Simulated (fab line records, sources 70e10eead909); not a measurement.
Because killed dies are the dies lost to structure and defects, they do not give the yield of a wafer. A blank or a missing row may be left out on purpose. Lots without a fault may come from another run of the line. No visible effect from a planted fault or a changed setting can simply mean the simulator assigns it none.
fab line records | flow nandHarc
record lots=13 wafers=39 lastDay=33
route steps=1302 shown A_CHANNEL_FILL_D1@492 END@1302
lots that met no fault: from a run of the same line without faults
startH: hours from the record's opening day to when the first of the lot's shown wafers began | waitH: hours from the lot's prior step to this one | " as in the row above | L1.1+2: a single row standing in for several wafers | - value missing, or start not given | * or withheld: withheld | < > ~ a bound
route shown NAME@n: a module of which the file shows steps, and the number in the route of the first | usual: mean/standard deviation of fault-free wafers | same: alike in all rows | chamber/n: place in a boat | sites: each site's reading | _std_site: the values' standard deviation | _edge_site: the outer-site mean with the inner-site mean subtracted | radiusMm: how far each site lies from the wafer's centre | mask NAME#n: copy n | behind: the most recent tool/chamber to have shaped the wafer | hold: what put the lot on hold/how long, in hours/how the hold closed | device: which transistor (n, p or np) failed to switch | end of line: at the end of the route, the tests of the same wafers | where a step has no rows: the recipe by itself | killed: the dies lost at the first sort to structure and to defects; this is not the yield of the wafer | map: per-die view of a wafer (x killed, . not killed, _ where there is no die)
set.NAME: the setting the step ran with; set.NAME@STEP: the setting that earlier step ran with | model.NAME: the simulator's own value behind a step, which no gauge read
one table for each step of the route and one row for each wafer, over a sample of lots
services: when a tool's chamber went out of use (startH, in hours from the record's first day, below 0 if earlier), for how many hours, and the reason
## steps
# step NHARC_A_CHANNEL_FILL_D1_ALD_02
# recipe targetThkA=60 pulseTimeS=10 aldCycles=60 tempC=300 material=SiO2
# usual heaterPowerW=466/33 precursorPulseHeightRel=1.004/0.021
# columns lot.wafer tool chamber startH waitH heaterPowerW precursorPulseHeightRel
L607.3 aldHk-03 2 213.13 - 463 1.006
L607.5 " 2 " " 458 1.024
L607.6 " 3 " " 473 0.992
L608.1 aldHk-02 0 227.78 - 483 0.967
L608.4 " 1 " " 445 1.001
L608.5 " 2 " " 437 0.997
L610.1 aldHk-01 0 241.89 - 442 1.000
L610.6 " 1 " " 540 0.990
L610.5 " 2 " " 536 0.995
L609.3 aldHk-01 3 244.01 - 488 1.006
L609.4 " 2 " " 529 1.047
L609.6 " 3 " " 483 0.990
L612.3 aldHk-01 1 266.88 - 539 0.981
L612.1 " 2 " " 523 0.974
L612.6 " 1 " " 531 1.022
L618.2 aldHk-01 1 334.62 - 532 1.016
L618.6 " 2 " " 505 0.980
L618.5 " 3 " " 481 1.013
L619.2 aldHk-02 3 335.69 - 489 1.007
L619.4 " 0 " " 479 0.990
L619.1 " 1 " " 435 1.012
L620.1 aldHk-01 3 346.49 - 465 1.007
L620.2 " 0 " " 442 0.982
L620.4 " 1 " " 534 1.010
L621.3 aldHk-02 0 362.07 - 477 1.009
L621.4 " 1 " " 420 1.035
L621.2 " 2 " " 443 1.026
L623.4 aldHk-03 0 369.47 - 409 1.022
L623.6 " 3 " " 431 1.006
L623.5 " 0 " " 425 1.007
L624.2 aldHk-02 2 399.91 - 442 0.972
L624.1 " 3 " " 476 1.001
L624.4 " 1 " " 419 0.999
L626.3 aldHk-01 2 412.49 - 506 0.987
L626.1 " 0 " " 444 1.025
L626.5 " 2 " " 499 0.933
L627.3 aldHk-01 0 424.91 - 460 0.972
L627.4 " 1 " " 538 0.994
L627.5 " 3 " " 478 0.987
# step NHARC_A_CHANNEL_FILL_D1_ALD_03
# recipe targetThkA=60 pulseTimeS=60 aldCycles=58 tempC=630 pressureTorr=2 material=SiNx
# usual precursorPulseHeightRel=0.999/0.02
# columns lot.wafer tool chamber startH waitH precursorPulseHeightRel
L607.3 aldSinBatch-01 0 - - 1.019
L607.5 " 0 " " 0.998
L607.6 " 0 " " 0.975
L608.1 aldSinBatch-01 0 - - 1.022
L608.4 " 0 " " 0.978
L608.5 " 0 " " 0.959
L609.3 aldSinBatch-02 0 - - 0.993
L609.4 " 0 " " 1.003
L609.6 " 0 " " 1.031
L610.1 aldSinBatch-02 0 - - 0.985
L610.5 " 0 " " 1.001
L610.6 " 0 " " 0.989
L612.1 aldSinBatch-01 0 - - 1.015
L612.3 " 0 " " 0.985
L612.6 " 0 " " 0.962
L618.2 aldSinBatch-02 0 - - 0.995
L618.5 " 0 " " 0.983
L618.6 " 0 " " 0.985
L619.1 aldSinBatch-02 0 - - 0.960
L619.2 " 0 " " 0.978
L619.4 " 0 " " 0.985
L620.1 aldSinBatch-02 0 - - 1.000
L620.2 " 0 " " 0.961
L620.4 " 0 " " 1.011
L621.2 aldSinBatch-03 0 - - 0.985
L621.3 " 0 " " 0.979
L621.4 " 0 " " 0.984
L623.4 aldSinBatch-03 0 - - 1.012
L623.5 " 0 " " 0.999
L623.6 " 0 " " 0.985
L624.1 aldSinBatch-03 0 - - 1.015
L624.2 " 0 " " 0.982
L624.4 " 0 " " 0.997
L626.1 aldSinBatch-03 0 - - 0.995
L626.3 " 0 " " 1.012
L626.5 " 0 " " 0.994
L627.3 aldSinBatch-01 0 - - 1.020
L627.4 " 0 " " 1.007
L627.5 " 0 " " 1.001
# step NHARC_A_CHANNEL_FILL_D1_ALD_16
# recipe targetThkA=15 pulseTimeS=10 aldCycles=15 tempC=300 material=SiO2
# usual heaterPowerW=465/34 precursorPulseHeightRel=0.998/0.022
# columns lot.wafer tool chamber startH waitH heaterPowerW precursorPulseHeightRel
L607.3 aldHk-03 0 225.25 0.0 420 1.016
L607.5 " 0 " " 413 0.959
L607.6 " 1 " " 471 0.998
L608.4 aldHk-01 2 239.93 0.2 522 0.999
L608.1 " 0 " " 434 1.010
L608.5 " 2 " " 521 0.977
L609.3 aldHk-01 1 253.89 0.1 520 0.990
L609.4 " 3 " " 475 0.953
L609.6 " 0 " " 432 1.033
L610.1 aldHk-03 3 253.91 0.1 440 1.036
L610.5 " 1 " " 462 1.021
L610.6 " 2 " " 459 0.951
L612.3 aldHk-03 1 279.34 0.1 453 1.011
L612.1 " 2 " " 467 0.992
L612.6 " 1 " " 450 1.008
L619.2 aldHk-03 3 346.66 0.0 434 0.990
L619.4 " 0 " " 422 0.994
L619.1 " 1 " " 457 0.968
L618.2 aldHk-02 0 346.80 0.2 479 0.991
L618.5 " 2 " " 424 0.978
L618.6 " 3 " " 494 0.983
L620.4 aldHk-01 0 360.25 1.6 441 1.011
L620.2 " 1 " " 522 1.012
L620.1 " 2 " " 487 1.008
L621.3 aldHk-01 0 374.35 0.0 440 0.990
L621.4 " 2 " " 497 0.983
L621.2 " 3 " " 477 1.024
L623.4 aldHk-01 3 381.54 0.1 463 0.981
L623.6 " 2 " " 505 1.003
L623.5 " 3 " " 461 0.998
L624.1 aldHk-03 0 412.90 0.2 438 0.962
L624.2 " 2 " " 482 0.993
L624.4 " 3 " " 449 0.973
L626.1 aldHk-02 2 424.71 0.0 445 0.990
L626.3 " 3 " " 475 0.984
L626.5 " 3 " " 492 0.984
L627.4 aldHk-02 3 437.45 0.4 476 0.973
L627.3 " 0 " " 476 1.053
L627.5 " 1 " " 427 1.005
# step NHARC_A_CHANNEL_FILL_D1_CMP_10
# recipe targetThkNm=150
# usual edgeZonePressureFrac=1.001/0.0052 motorCurrentA=11.8/1.1 slurryFlowMlMin=150.0/0.47 timeToEndpointS=14.6/2.4
# columns lot.wafer tool chamber startH waitH edgeZonePressureFrac motorCurrentA slurryFlowMlMin timeToEndpointS
L607.3 cmp-01 1 260.42 0.4 1.000 11.3 149.6 14.0
L607.5 " 0 " " 0.998 13.8 149.8 16.2
L607.6 " 1 " " 1.000 11.2 149.8 15.9
L608.1 cmp-04 0 275.31 0.4 0.997 11.4 149.5 10.2
L608.4 " 2 " " 1.004 11.8 150.5 13.0
L608.5 " 0 " " 0.994 11.6 150.0 10.2
L610.1 cmp-03 1 289.05 0.4 0.998 10.2 150.5 13.8
L610.6 " 0 " " 1.006 13.0 149.7 11.5
L610.5 " 1 " " 1.008 10.6 150.2 14.1
L609.3 cmp-04 3 289.05 0.4 1.000 11.8 150.4 10.1
L609.4 " 0 " " 0.994 11.8 150.2 10.3
L609.6 " 3 " " 1.004 12.0 149.9 11.3
L612.3 cmp-03 0 314.22 0.4 0.999 13.2 149.9 16.2
L612.1 " 2 " " 1.011 12.5 149.8 16.9
L612.6 " 0 " " 0.995 13.3 150.3 14.2
L619.1 cmp-03 0 383.38 0.4 - - - -
L619.2 " 1 " " - - - -
L619.4 " 2 " " - - - -
L618.2 cmp-04 2 383.43 0.4 - - - -
L618.5 " 3 " " - - - -
L618.6 " 0 " " - - - -
L620.2 cmp-04 1 395.64 0.4 0.999 13.0 149.8 14.8
L620.1 " 3 " " 0.999 11.9 150.2 11.7
L620.4 " 0 " " 1.011 11.1 150.4 14.5
L621.2 cmp-04 3 409.47 0.4 1.002 11.9 149.3 15.7
L621.4 " 0 " " 1.007 11.6 150.2 16.0
L621.3 " 1 " " 0.999 13.4 150.0 15.2
L623.4 cmp-04 0 418.01 0.4 0.999 11.2 149.8 16.5
L623.6 " 0 " " 1.002 11.3 150.4 12.9
L623.5 " 1 " " 0.996 12.5 149.4 13.1
L624.2 cmp-03 0 447.79 0.4 0.992 13.3 149.9 13.8
L624.1 " 1 " " 1.001 11.2 150.3 13.2
L624.4 " 3 " " 0.995 9.7 150.7 16.0
L626.3 cmp-04 2 460.02 0.4 1.010 11.7 149.6 16.8
L626.1 " 0 " " 0.996 12.0 150.6 14.9
L626.5 " 2 " " 1.007 11.9 149.3 17.1
L627.4 cmp-03 2 472.90 0.4 1.000 12.5 150.7 14.6
L627.3 " 0 " " 1.004 13.2 150.7 14.0
L627.5 " 2 " " 1.007 12.5 150.6 14.4
# step NHARC_END_SORT_01
# recipe tempC=25
# usual killedAtArray=58/20 killedAtOther=1.0/1.2 killedAtPeriphery=4.1/3 killedDies=63/20 killedOpen=3.2/1.7 killedShort=2.5/1.5
# same grossDies=677
# columns lot.wafer tool chamber startH waitH killedAtArray killedAtOther killedAtPeriphery killedDies killedOpen killedShort
L619.1 prober-02 0 700.69 2.5 672 0 5 677 3 3
L619.2 prober-02 0 701.51 2.8 671 0 6 677 4 2
L619.4 prober-02 0 703.15 3.5 671 0 6 677 3 2
L618.2 prober-01 0 701.50 2.8 676 0 1 677 3 3
L618.5 prober-01 0 703.90 3.7 673 1 3 677 4 4
L618.6 prober-01 0 704.70 4.0 673 2 2 677 3 4
# killed by level:class
L619.1 A_CHANNEL_FILL_D1:areaCmp=608 A_CHANNEL_HOLE_D1:chamberFilmFlake=24 A_CHANNEL_HOLE_D2:chamberFilmFlake=21 A_CHANNEL_FILL_D2:chamberFilmFlake=4 A_CONTACT:chamberFilmFlake=3 A_CHANNEL_FILL_D2:geometricParticle:open=2 A_WL_FILL:geometricParticle:short=2 P_ZERO_WELL:chamberFilmFlake=2
L618.2 A_CHANNEL_FILL_D1:areaCmp=626 A_SLIT:chamberFilmFlake=29 A_STAIRCASE:chamberFilmFlake=7 A_CHANNEL_HOLE_D1:chamberFilmFlake=6 A_CONTACT:chamberFilmFlake=3 A_CHANNEL_FILL_D1:geometricParticle:short=2 P_M0:geometricParticle:open=1 A_ONON_D1:geometricParticle:open=1
L619.2 A_CHANNEL_FILL_D1:areaCmp=598 A_CHANNEL_HOLE_D1:chamberFilmFlake=34 A_CHANNEL_HOLE_D2:chamberFilmFlake=21 P_M2:chamberFilmFlake=5 A_CONTACT:chamberFilmFlake=4 A_CHANNEL_FILL_D2:geometricParticle:open=3 A_SLIT:chamberFilmFlake=3 A_WL_FILL:chamberFilmFlake=2
L619.4 A_CHANNEL_FILL_D1:areaCmp=607 A_CHANNEL_HOLE_D1:chamberFilmFlake=26 A_CHANNEL_HOLE_D2:chamberFilmFlake=19 A_CONTACT:chamberFilmFlake=8 P_M2:chamberFilmFlake=4 A_STAIRCASE:chamberFilmFlake=2 A_SLIT:chamberFilmFlake=2 P_M0:geometricParticle:open=1
L618.5 A_CHANNEL_FILL_D1:areaCmp=615 A_SLIT:chamberFilmFlake=34 A_CHANNEL_HOLE_D1:chamberFilmFlake=10 A_STAIRCASE:chamberFilmFlake=7 P_CONTACT:geometricParticle:open=1 P_M1:geometricParticle:open=1 A_ONON_D1:geometricParticle:short=1 A_DECK1_JOINT:geometricParticle:open=1
L618.6 A_CHANNEL_FILL_D1:areaCmp=613 A_SLIT:chamberFilmFlake=28 A_CHANNEL_HOLE_D1:chamberFilmFlake=12 A_STAIRCASE:chamberFilmFlake=5 A_CONTACT:chamberFilmFlake=5 A_WL_FILL:chamberFilmFlake=3 A_M0:geometricParticle:short=2 P_GATE:chamberFilmFlake=2
## services
# columns tool chamber startH hours kind
cmp-03 - 196.80 2.9 repair
cmp-01 - 207.34 1.5 repair
cmp-04 - 209.02 4.0 pm
cmp-01 - 209.69 0.8 repair
cmp-04 - 229.64 0.9 repair
cmp-01 - 255.50 0.7 repair
cmp-01 - 258.23 1.7 repair
cmp-03 - 260.00 4.0 pm
aldSinBatch-02 - 266.00 26.0 pm
cmp-03 - 267.05 1.5 repair
cmp-01 - 281.78 1.7 repair
cmp-01 - 283.50 4.0 pm
cmp-01 - 288.74 2.2 repair
aldHk-01 - 296.69 10.0 pm
cmp-04 - 307.02 4.0 pm
aldHk-02 - 350.48 10.0 pm
cmp-03 - 358.00 4.0 pm
aldSinBatch-01 - 358.67 3.2 repair
cmp-04 - 360.92 1.2 repair
cmp-04 - 377.60 1.0 repair
aldHk-03 - 392.17 10.0 pm
cmp-03 - 400.48 2.3 repair
cmp-04 - 405.02 4.0 pm
cmp-03 - 456.00 4.0 pm
## key
firstSign step=NHARC_A_CHANNEL_FILL_D1_CMP_10 reading=toolRecord direction=missing
effect step=NHARC_END_SORT_01 reading=killedDies direction=up sigmas=31 usual=63 struck=677
moreKillsBornAt NHARC_A_CHANNEL_FILL_D1_CMP_10@cmp-04=1854 NHARC_A_CHANNEL_FILL_D1_CMP_10@cmp-03=1813
metAt NHARC_A_CHANNEL_FILL_D1_CMP_10
struckLots L618,L619
laterRowsLeftOut L618.2,L618.5,L618.6,L619.1,L619.2,L619.4
testerLeftOut L618,L619
notActingAt NHARC_A_CHANNEL_FILL_D1_ALD_02,NHARC_A_CHANNEL_FILL_D1_ALD_03,NHARC_A_CHANNEL_FILL_D1_ALD_16
onsetBetween 314.22 383.38
fault kind=skippedStepWhole tool=cmp-03,cmp-04 chamber=- onsetH=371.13 steps=NHARC_A_CHANNEL_FILL_D1_CMP_10 scope=struckLotsOnly
# testerLeftOut: of these lots the tester's yield and bins aren't shown, on N5 and GAA mostly nor the transistor test; their killed dies are dies lost to structure and defects alone, not to doping, threshold or leakage, so they don't give the yield
# laterRowsLeftOut: the simulator's readings of these wafers behind a module that went badly wrong aren't trusted and aren't shown, but for the sort
